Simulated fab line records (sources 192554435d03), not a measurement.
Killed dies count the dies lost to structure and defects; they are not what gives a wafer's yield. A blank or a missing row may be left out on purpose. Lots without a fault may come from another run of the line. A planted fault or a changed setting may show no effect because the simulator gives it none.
Matching of chambers    flow n5-finfet    4 sister chambers for N5_BEOL_M11_DESCUM_16 on rie-diel-03
The step chemistry O2, time 7.9 s. 16 wafers are shown with their chamber, then 8 later ones without.

WAFERS PAIRED WITH THEIR CHAMBERS
wafer   chamber  drypump-motor-current-A (A)  showerhead-plenum-p-Torr (Torr)  throttle-valve-pct (%)
L081.3  2        5.3                          2.05                             20.09
L081.5  3        6.5                          2.13                             20.68
L081.6  0        5.1                          2.06                             20.48
L084.1  2        5.3                          2.05                             20.07
L084.4  3        6.3                          2.13                             20.69
L084.6  1        5.4                          2.23                             20.54
L085.1  3        6.4                          2.13                             20.71
L085.2  1        5.4                          2.23                             20.56
L085.3  0        5.1                          2.06                             20.48
L089.1  1        5.4                          2.22                             20.58
L089.5  1        5.4                          2.22                             20.57
L089.6  3        6.4                          2.12                             20.72
L093.1  0        5.1                          2.05                             20.52
L093.3  3        6.4                          2.12                             20.73
L093.4  1        5.4                          2.22                             20.59
L094.3  3        6.4                          2.12                             20.75

SIGNATURES (averages over the wafers above)
reading                   chamber 0  chamber 1  chamber 2  chamber 3  scatter within a chamber
drypump-motor-current-A   5.100      5.400      5.300      6.400      0.0408
showerhead-plenum-p-Torr  2.0567     2.2240     2.0500     2.1250     0.0053
throttle-valve-pct        20.4933    20.5680    20.0800    20.7133    0.0225
Rule: for a wafer and a chamber, the distance is found by dividing, reading by reading, the gap between the wafer's reading and the chamber's mean by the reading's scatter, squaring, summing and taking the root. If the next closest chamber is less than 2 further off than the closest, the wafer can't be placed; otherwise it belongs to the closest. The scatter: the root of (the sum of the squares of (reading less its chamber's mean) over the shown wafers, divided by (wafers less chambers)).

WAFERS WITH NO CHAMBER GIVEN
wafer   drypump-motor-current-A (A)  showerhead-plenum-p-Torr (Torr)  throttle-valve-pct (%)
L094.4  6.4                          2.12                             20.76
L094.6  5.1                          2.05                             20.53
L095.1  5.4                          2.21                             20.61
L095.2  5.1                          2.04                             20.53
L095.3  6.4                          2.12                             20.76
L095.4  5.1                          2.04                             20.54
L095.5  6.4                          2.12                             20.74
L095.6  5.4                          2.21                             20.61

CHAMBER TAKEN BY EACH
wafer   from the rows above  in truth
L094.4  3                    3
L094.6  0                    0
L095.1  1                    1
L095.2  0                    0
L095.3  3                    3
L095.4  0                    0
L095.5  3                    3
L095.6  1                    1
Placed correctly: 8 of 8. Left unplaced by these rows: 0. Placed wrongly: 0.
